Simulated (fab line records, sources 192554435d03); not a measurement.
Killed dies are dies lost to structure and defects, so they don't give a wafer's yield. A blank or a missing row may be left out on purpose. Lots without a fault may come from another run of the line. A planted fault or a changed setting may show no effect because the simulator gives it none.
Chamber matching | flow n5_finfet | N5_SDB_CUT_ETCH_26 on rie_si-01: 4 sister chambers
The step etches Si in HBr/Cl2/O2, target depth 129.6 nm, bt time 20 s, time 51.8 s. 18 wafers are shown with their chamber, then 9 later ones without.

WAFERS WITH THEIR CHAMBER
wafer  | chamber | oes_product_au (a.u.) | mfc_cl2_sccm (sccm)
L075.1 | 1       | 0.974                 | 79.75
L075.4 | 3       | 0.975                 | 79.94
L075.6 | 3       | 0.982                 | 79.91
L082.1 | 2       | 0.984                 | 80.00
L082.3 | 1       | 0.969                 | 80.34
L082.4 | 0       | 1.018                 | 79.92
L083.3 | 3       | 0.976                 | 80.06
L083.5 | 3       | 0.976                 | 80.59
L083.6 | 0       | 1.019                 | 79.99
L084.1 | 0       | 1.016                 | 79.92
L084.2 | 1       | 0.968                 | 80.28
L084.5 | 0       | 1.018                 | 79.86
L088.2 | 1       | 0.971                 | 79.84
L088.4 | 3       | 0.973                 | 79.27
L088.6 | 1       | 0.975                 | 80.06
L089.1 | 0       | 1.025                 | 79.94
L089.3 | 2       | 0.986                 | 79.34
L089.6 | 1       | 0.977                 | 79.47

SIGNATURES (means of the wafers above)
reading        | chamber 0 | chamber 1 | chamber 2 | chamber 3 | scatter within a chamber
oes_product_au | 1.01920   | 0.97233   | 0.98500   | 0.97640   | 0.00335
mfc_cl2_sccm   | 79.9260   | 79.9567   | 79.6700   | 79.9540   | 0.345
Rule: a wafer's distance from a chamber is the root of the sum, over the readings, of the square of ((its reading less the chamber's mean) divided by the reading's scatter). The wafer belongs to the nearest chamber; if the next one is less than 2 further off, it can't be placed. The scatter: the root of (the sum of the squares of (reading less its chamber's mean) over the shown wafers, divided by (wafers less chambers)).

WAFERS WITHOUT THEIR CHAMBER
wafer  | oes_product_au (a.u.) | mfc_cl2_sccm (sccm)
L090.2 | 0.989                 | 80.39
L090.3 | 0.990                 | 80.43
L090.5 | 0.974                 | 80.27
L094.2 | 0.989                 | 79.50
L094.4 | 0.971                 | 79.72
L094.5 | 0.978                 | 80.09
L096.3 | 0.984                 | 79.63
L096.5 | 1.018                 | 80.47
L096.6 | 0.965                 | 79.92

WHICH CHAMBER EACH WENT THROUGH
wafer  | from the rows above          | in truth
L090.2 | can't be placed: 2 or 3      | 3
L090.3 | can't be placed: 2 or 3      | 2
L090.5 | can't be placed: 1 or 3      | 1
L094.2 | 2                            | 2
L094.4 | can't be placed: 1 or 3      | 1
L094.5 | can't be placed: 3 or 1 or 2 | 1
L096.3 | 2                            | 2
L096.5 | 0                            | 0
L096.6 | can't be placed: 1 or 3      | 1
Placed correctly: 3 of 9. Can't be placed from these rows: 6 (the true chamber is among the candidates in 6). Placed wrongly: 0.
